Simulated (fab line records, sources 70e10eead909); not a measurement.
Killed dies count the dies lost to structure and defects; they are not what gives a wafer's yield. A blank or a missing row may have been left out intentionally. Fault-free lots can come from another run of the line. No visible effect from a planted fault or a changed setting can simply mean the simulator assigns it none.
Which tool did it?    flow nand_harc    Sampling: 12 lots, 36 wafers, 5 of 1302 route steps

## WHAT THE GAUGES SHOWED, per wafer
NHARC_END_SORT_01. Usual: defect_limited_yield 91.7 %, standard deviation 2.8; killed_at_array 52, standard deviation 19; killed_at_other 0.8, standard deviation 1; killed_at_periphery 3.7, standard deviation 2.5; killed_dies 56, standard deviation 19; killed_open 3.5, standard deviation 2; killed_short 2.2, standard deviation 1.4; sort_bin_2_pct 2.9 %, standard deviation 1.2; sort_bin_3_pct 0.6 %, standard deviation 0.36; sort_bin_4_pct 4.8 %, standard deviation 1.6; sort_n_pass 621, standard deviation 19; sort_rim_yield_pct 92 %, standard deviation 3.9; sort_yield_pct 91.7 %, standard deviation 2.8.
lot   measured      on         defect_limited_yield (%)  killed_at_array  killed_at_other  killed_at_periphery  killed_dies  killed_open  killed_short  sort_bin_2_pct (%)  sort_bin_3_pct (%)  sort_bin_4_pct (%)  sort_n_pass  sort_rim_yield_pct (%)  sort_yield_pct (%)  flag
L216  day 24 12:58  prober-02  92.3 92.8 93.6            49 46 38         0 0 3            3 3 2                52 49 43     3 4 3        2 1 4         3.0 3.1 2.4         1.0 0.3 0.3         3.7 3.8 3.7         625 628 634  98 98 96                92.3 92.8 93.6      
L218  day 24 18:06  prober-01  87.1 88.2 88.0            83 78 76         1 0 1            3 2 4                87 80 81     4 2 6        3 1 1         4.7 3.0 4.4         1.5 0.6 0.3         6.6 8.3 7.2         590 597 596  86 91 84                87.1 88.2 88.0      
L219  day 25 20:46  prober-01  92.5 92.8 91.7            48 45 54         1 1 1            2 3 1                51 49 56     3 3 1        2 1 4         1.2 2.2 2.4         0.7 0.4 0.3         5.6 4.6 5.6         626 628 621  94 97 98                92.5 92.8 91.7      
L221  day 25 20:44  prober-02  91.3 94.8 93.2            56 32 46         0 0 0            3 3 0                59 35 46     0 6 3        1 2 2         3.7 1.0 2.4         0.7 0.9 1.0         4.3 3.2 3.4         618 642 631  90 86 89                91.3 94.8 93.2      
L220  day 26 05:14  prober-02  92.6 90.1 88.6            46 63 72         0 0 2            4 4 3                50 67 77     1 4 1        3 1 7         2.7 2.8 4.6         0.4 1.2 0.4         4.3 5.9 6.4         627 610 600  97 93 92                92.6 90.1 88.6      
L222  day 26 05:13  prober-01  91.3 91.7 93.2            52 52 40         1 0 0            6 4 6                59 56 46     5 4 1        4 2 0         3.0 2.5 2.1         0.6 0.9 1.3         5.2 4.9 3.4         618 621 631  97 99 95                91.3 91.7 93.2      
L231  day 30 09:25  prober-02  88.5 91.0 92.8            77 59 48         1 0 0            0 2 1                78 61 49     1 1 3        5 2 1         5.2 3.1 2.1         0.4 1.0 0.4         5.9 4.9 4.7         599 616 628  88 91 90                88.5 91.0 92.8      
L235  day 31 21:01  prober-01  88.0 89.8 88.5            78 62 70         0 0 0            3 7 8                81 69 78     2 4 1        3 1 1         4.9 3.2 4.0         0.4 0.4 1.3         6.6 6.5 6.2         596 608 599  88 86 93                88.0 89.8 88.5      
L236  day 32 19:48  prober-01  92.6 95.1 95.3            46 27 27         1 1 1            3 5 4                50 33 32     3 3 1        2 1 2         2.8 1.3 1.3         0.9 0.4 1.2         3.7 3.1 2.2         627 644 645  90 96 94                92.6 95.1 95.3      
L237  day 33 11:07  prober-02  92.3 89.5 90.8            49 65 56         0 0 2            3 6 4                52 71 62     1 3 1        2 2 2         2.5 3.0 3.0         0.9 0.7 1.0         4.3 6.8 5.2         625 606 615  98 96 94                92.3 89.5 90.8      
L239  day 34 12:38  prober-02  96.3 95.1 96.0            24 30 19         1 1 1            0 2 7                25 33 27     2 2 5        2 4 2         1.6 0.7 1.5         0.1 0.4 0.1         1.9 3.7 2.4         652 644 650  96 98 94                96.3 95.1 96.0      
L238  day 35 08:07  prober-01  88.2 88.2 91.3            73 74 56         1 0 0            6 6 3                80 80 59     3 3 4        3 1 3         3.5 4.4 3.0         0.6 0.6 0.4         7.7 6.8 5.3         597 597 618  92 92 92                88.2 88.2 91.3      

## WHICH TOOL RAN EACH LOT (tool, then ch and the chambers of the sampled wafers, then the start)
lot   NHARC_A_M1_PRE_CLEAN_30                  NHARC_A_M1_PVD_21                        NHARC_A_M1_DEP_33                NHARC_A_BONDPAD_CMP_29
L216  pvd_sputter-02, day 23 03:24 or earlier  pvd_sputter-02, day 23 03:24 or earlier  pecvd-03 ch 0,1,2, day 23 03:24  cmp-03 ch 0,1,3, day 23 04:19
L218  pvd_sputter-01, day 23 11:22 or earlier  pvd_sputter-01, day 23 11:22 or earlier  pecvd-02 ch 0,1, day 23 11:22    cmp-02 ch 0,1,3, day 23 12:22
L219  pvd_sputter-03, day 24 13:13 or earlier  pvd_sputter-03, day 24 13:13 or earlier  pecvd-04 ch 0,1,2, day 24 13:13  cmp-02 ch 1,2,3, day 24 14:11
L221  pvd_sputter-02, day 24 15:02 or earlier  pvd_sputter-02, day 24 15:02 or earlier  pecvd-02 ch 0,1,2, day 24 15:02  cmp-04 ch 0,2,3, day 24 15:59
L220  pvd_sputter-03, day 24 18:05 or earlier  pvd_sputter-03, day 24 18:05 or earlier  pecvd-04 ch 0,1,2, day 24 18:05  cmp-02 ch 0,1,2, day 24 19:02
L222  pvd_sputter-02, day 24 19:28 or earlier  pvd_sputter-02, day 24 19:28 or earlier  pecvd-02 ch 1,2, day 24 19:28    cmp-04 ch 0,1,2, day 24 20:25
L231  pvd_sputter-01, day 28 20:37 or earlier  pvd_sputter-01, day 28 20:37 or earlier  pecvd-04 ch 0,2, day 28 20:37    cmp-02 ch 0,3, day 28 21:31
L235  pvd_sputter-01, day 30 13:29 or earlier  pvd_sputter-01, day 30 13:29 or earlier  pecvd-04 ch 0,1, day 30 13:29    cmp-02 ch 0,3, day 30 14:25
L236  pvd_sputter-02, day 31 10:21 or earlier  pvd_sputter-02, day 31 10:21 or earlier  pecvd-04 ch 0,1, day 31 10:21    cmp-02 ch 0,2, day 31 11:20
L237  pvd_sputter-03, day 32 00:20 or earlier  pvd_sputter-03, day 32 00:20 or earlier  pecvd-04 ch 0,2, day 32 00:20    cmp-03 ch 0,2,3, day 32 01:14
L239  pvd_sputter-01, day 32 18:50 or earlier  pvd_sputter-01, day 32 18:50 or earlier  pecvd-02 ch 0,1,2, day 32 18:50  cmp-04 ch 1,2, day 32 19:47
L238  pvd_sputter-03, day 33 15:05 or earlier  pvd_sputter-03, day 33 15:05 or earlier  pecvd-03 ch 0,1, day 33 15:05    cmp-04 ch 0,1,2, day 33 16:11
- NHARC_A_M1_PRE_CLEAN_30: time 30 s.
- NHARC_A_M1_PVD_21: deposits Cu, target thk 30 nm, time 20.49 s.
- NHARC_A_M1_DEP_33: deposits SiCN, target thk 30 nm.
- NHARC_A_BONDPAD_CMP_29: polishes SiCN, target thk 200 nm.

## AS READ BY THE TOOLS THEMSELVES (means over the sampled wafers that have a number; for cases with no such wafer, the mark the record gives instead)
NHARC_A_M1_PRE_CLEAN_30. Usual: heater_power_w at 395 W, with a standard deviation of 24.
lot   tool            heater_power_w (W)  flag
L216  pvd_sputter-02  389                 
L218  pvd_sputter-01  384                 
L219  pvd_sputter-03  374                 
L221  pvd_sputter-02  407                 
L220  pvd_sputter-03  380                 
L222  pvd_sputter-02  404                 
L231  pvd_sputter-01  391                 
L235  pvd_sputter-01  393                 
L236  pvd_sputter-02  431                 
L237  pvd_sputter-03  386                 
L239  pvd_sputter-01  405                 
L238  pvd_sputter-03  403                 

NHARC_A_M1_PVD_21. Usual: throttle_valve_pct at 30.4 %, with a standard deviation of 0.98.
lot   tool            throttle_valve_pct (%)  flag
L216  pvd_sputter-02  30.7                    
L218  pvd_sputter-01  31.1                    
L219  pvd_sputter-03  30.3                    
L221  pvd_sputter-02  30.3                    
L220  pvd_sputter-03  29.9                    
L222  pvd_sputter-02  29.5                    
L231  pvd_sputter-01  30.8                    
L235  pvd_sputter-01  31.0                    
L236  pvd_sputter-02  29.5                    
L237  pvd_sputter-03  30.4                    
L239  pvd_sputter-01  30.8                    
L238  pvd_sputter-03  30.4                    

NHARC_A_M1_DEP_33. Usual: chamber_pressure_Torr 3.000 Torr, standard deviation 0.0064; heater_power_outer_w 353 W, standard deviation 67; heater_power_w 610 W, standard deviation 110; rf_fwd_power_W 449.2 W, standard deviation 1.4.
lot   tool      chamber_pressure_Torr (Torr)  heater_power_outer_w (W)  heater_power_w (W)  rf_fwd_power_W (W)  flag
L216  pecvd-03  2.999                         374                       620                 450.8               
L218  pecvd-02  2.999                         291                       505                 448.9               
L219  pecvd-04  3.009                         329                       601                 449.0               
L221  pecvd-02  3.002                         308                       548                 448.8               
L220  pecvd-04  -                             -                         -                   -                   OFF
L222  pecvd-02  -                             -                         -                   -                   OFF
L231  pecvd-04  2.998                         450                       790                 448.4               
L235  pecvd-04  3.000                         335                       580                 450.0               
L236  pecvd-04  3.004                         378                       614                 449.4               
L237  pecvd-04  3.003                         385                       695                 449.2               
L239  pecvd-02  2.996                         276                       500                 449.2               
L238  pecvd-03  2.999                         354                       590                 450.4               

NHARC_A_BONDPAD_CMP_29. Usual: motor_current_A 12.6 A, standard deviation 0.98; slurry_filter_dp_kPa 13.51 kPa, standard deviation 0.12.
lot   tool    motor_current_A (A)  slurry_filter_dp_kPa (kPa)  flag
L216  cmp-03  11.9                 13.48                       
L218  cmp-02  12.1                 13.40                       
L219  cmp-02  12.7                 13.50                       
L221  cmp-04  14.0                 13.48                       
L220  cmp-02  12.5                 13.58                       
L222  cmp-04  12.9                 13.54                       
L231  cmp-02  11.5                 13.57                       
L235  cmp-02  12.0                 13.55                       
L236  cmp-02  12.0                 13.57                       
L237  cmp-03  13.1                 13.50                       
L239  cmp-04  13.6                 13.56                       
L238  cmp-04  13.7                 13.57                       

## THE ANSWER, worked out from the rows above alone
Rule: a lot counts as off when the mean over its wafers that have a number is more than 3 standard deviations away from the usual mean. Also off: a lot with no number at a reading for which 4 or more lots have one. The other lots that the step has rows for count as sound. Order of review: gauges by route order, followed by the tools' own readings, for which a lot's mean as printed above is used. The first step at which some lot is off is used, and at that step the reading that is off furthest; a lot without a number counts as furthest.
Off: L220, L222 (NHARC_A_M1_DEP_33, chamber_pressure_Torr). Without a number there: L220, L222.
A tool fits if, at that step or a process step before it, it ran every lot that is off, and no sound lot after the first of them. NHARC_A_M1_PRE_CLEAN_30: start missing for some lots; hours and lot order therefore follow NHARC_A_M1_DEP_33. NHARC_A_M1_PVD_21: start missing for some lots; hours and lot order therefore follow NHARC_A_M1_DEP_33. Of those tried, none fits.

## WHAT THE SIMULATOR PUT IN
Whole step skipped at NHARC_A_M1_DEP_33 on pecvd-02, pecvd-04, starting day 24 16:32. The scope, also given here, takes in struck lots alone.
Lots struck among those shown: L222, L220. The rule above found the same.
